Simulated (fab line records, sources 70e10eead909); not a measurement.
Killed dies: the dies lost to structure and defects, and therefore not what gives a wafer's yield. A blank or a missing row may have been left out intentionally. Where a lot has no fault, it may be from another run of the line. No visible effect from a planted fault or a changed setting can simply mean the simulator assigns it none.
8D (eight disciplines) problem report, filled in by code / flow nandHarc / the parts of the form that need people (team, actions taken, sign-off) are left out

1. THE PROBLEM
At NHARC_P_M2_CD_MEAS_09, cdNm averages 178.7 nm over 9 wafers from 3 lots, while fault-free wafers read 170.1 nm, standard deviation 0.79. Relative to the usual mean, that is a shift of +11 standard deviations.
The step: target cd 170 nm.
First seen on wafer L632.2, day 7 08:41, on cdSem-02. Wafers with a number at this step in the record: 36, from 12 lots. By rule, "out" or "out of limits" means more than 4 standard deviations away from the usual mean. The rest of the wafers with a number are treated as sound.

2. WHAT IT IS, AND WHAT IT ISN'T
question=which readings at this step | is=cdNm | is not=-
question=which lots | is=L632, L634, L635 | is not=L628, L630, L631, L633, L647, L648, L649, L650, L651
question=which wafers of those lots | is=all that have a number | is not=-
question=read on which gauges | is=cdSem-02 | is not=cdSem-03
question=when | is=from day 7 08:41 | is not=up to then (12 sound wafers); but 15 sound wafers of L647, L648, L649, L650, L651 came after

3. THE SUSPECTS, EACH WITH WHAT RULES IT OUT
Counting: a tool at any process step up to the reading remains a suspect when it ran all the lots that are out and ran no sound lot after the first of those.
- the gauge at NHARC_P_M2_CD_MEAS_09: kept. All the wafers that are out were read on cdSem-02, and no step on other tools shows them out.
- lithoTrack-01 at NHARC_P_M2_PEB_07 (peb time 65 s): ruled out as a lasting fault. Following L632 (day 7 08:37), the first lot on it that is out, the sound lots L649, L651 were run on it.
After counting, what remains is cdSem-02 at NHARC_P_M2_CD_MEAS_09.

4. THE CAUSE (what the simulator had put in)
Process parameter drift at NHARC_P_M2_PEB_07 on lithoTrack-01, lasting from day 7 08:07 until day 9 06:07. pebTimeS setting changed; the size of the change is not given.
Counting ruled it out, wrongly: the rule takes a fault to strike every lot that its tool runs from its start on, and this one did not.

5. SEQUENCE OF EFFECTS, ordered by route
Each row: a reading where the mean over the struck wafers with a number is more than 3 standard deviations away from the usual. Only readings whose record carries a usual standard deviation are examined. hours: median over the lots of the time between each lot's start at the first step of this table that gives one and its start at this step. sigmas: the change, counted in usual standard deviations.
hours=0; step=NHARC_P_M2_CD_MEAS_09; reading=cdNm; usual=170.1 nm; on struck wafers=178.7; change=+8.6; sigmas=+11
Later steps that measure or inspect, where all struck wafers having a row at the step show a number for every such reading and not one has moved that far: NHARC_P_M2_INSPECT_11, NHARC_END_SORT_01.

6. WHAT WOULD HAVE CAUGHT IT SOONER
In this record the first reading out of limits at a measuring or inspecting step was taken at day 7 08:41, 1 hour after the fault began at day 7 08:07.
